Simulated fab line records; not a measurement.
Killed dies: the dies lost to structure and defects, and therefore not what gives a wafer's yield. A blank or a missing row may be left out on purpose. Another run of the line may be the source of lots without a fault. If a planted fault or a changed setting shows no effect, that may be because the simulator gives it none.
Chamber matching -- flow nand_harc -- NHARC_A_BLC_DESCUM_15 on rie_diel-09 has 4 sister chambers
The step chemistry O2, time 3 s. 39 wafers are shown with their chamber, then 12 later ones without.

EACH WAFER AND ITS CHAMBER
wafer,chamber,drypump_motor_current_A (A),rf_vpp_V (V),oes_product_au (a.u.)
L074.3,3,6.3,59.1,1.010
L074.5,1,6.5,57.8,1.003
L074.6,2,5.8,57.8,1.000
L075.2,0,5.3,58.5,0.990
L075.3,3,6.3,57.8,1.003
L075.5,3,6.3,58.2,0.996
L077.2,2,5.8,56.9,0.992
L077.3,0,5.3,57.5,1.002
L077.5,0,5.3,56.6,0.991
L076.2,0,5.3,57.1,1.002
L076.5,0,5.3,56.5,1.011
L076.6,3,6.3,57.5,1.009
L078.1,2,5.7,58.6,1.008
L078.2,0,5.3,57.0,1.008
L078.3,1,6.5,56.4,0.999
L078.4,3,6.3,58.9,1.002
L078.5,0,5.3,58.4,1.014
L078.6,1,6.5,58.3,1.003
L079.1,0,5.3,58.1,0.999
L079.4,2,5.8,58.2,1.000
L079.6,0,5.3,56.8,0.999
L081.1,0,5.3,56.5,1.003
L081.4,2,5.8,57.3,1.007
L081.6,2,5.7,56.1,1.000
L083.1,1,6.5,57.7,1.011
L083.2,0,5.3,57.8,1.014
L083.5,1,6.5,58.4,1.005
L080.2,1,6.5,58.8,1.012
L080.4,0,5.3,57.7,1.005
L080.5,3,6.4,58.4,1.000
L084.1,0,5.3,56.8,1.005
L084.2,2,5.8,57.3,0.999
L084.4,3,6.3,58.0,1.010
L088.1,3,6.3,58.9,0.993
L088.2,2,5.7,58.3,0.985
L088.4,1,6.5,59.2,1.002
L085.1,1,6.5,58.9,1.010
L085.3,0,5.3,56.9,1.012
L085.6,2,5.7,58.3,0.992

SIGNATURES, as means of the wafers listed above
reading,chamber 0,chamber 1,chamber 2,chamber 3,scatter within a chamber
drypump_motor_current_A,5.300,6.500,5.756,6.312,0.0297
rf_vpp_V,57.300,58.188,57.644,58.350,0.746
oes_product_au,1.00393,1.00562,0.99811,1.00287,0.00685
Rule: for a wafer and a chamber, the distance is found by dividing, reading by reading, the gap between the wafer's reading and the chamber's mean by the reading's scatter, squaring, summing and taking the root. The wafer belongs to the nearest chamber; if the next one is less than 2 further off, it can't be placed. The scatter is the square root of a quotient: the sum, over the shown wafers, of each reading's squared deviation from its chamber's mean, divided by wafers minus chambers.

WAFERS WITHOUT THEIR CHAMBER
wafer,drypump_motor_current_A (A),rf_vpp_V (V),oes_product_au (a.u.)
L093.1,6.5,57.8,0.990
L093.4,6.3,58.0,0.999
L093.5,6.3,58.5,1.008
L092.1,5.8,58.2,1.007
L092.3,5.3,57.9,0.992
L092.4,6.4,57.6,1.005
L095.2,5.3,57.6,1.006
L095.5,5.7,58.0,0.996
L095.6,6.5,58.8,0.999
L097.1,5.7,57.8,0.992
L097.2,6.3,58.3,1.001
L097.5,6.3,57.5,0.999

EACH ONE'S CHAMBER
wafer,from the rows above,in truth
L093.1,1,1
L093.4,3,3
L093.5,3,3
L092.1,2,2
L092.3,0,0
L092.4,can't be placed: 3 or 1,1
L095.2,0,0
L095.5,2,2
L095.6,1,1
L097.1,2,2
L097.2,3,3
L097.5,3,3
Placed correctly: 11 of 12. Not placeable from these rows: 1 (in 1, the candidates include the true chamber). Placed wrongly: 0.
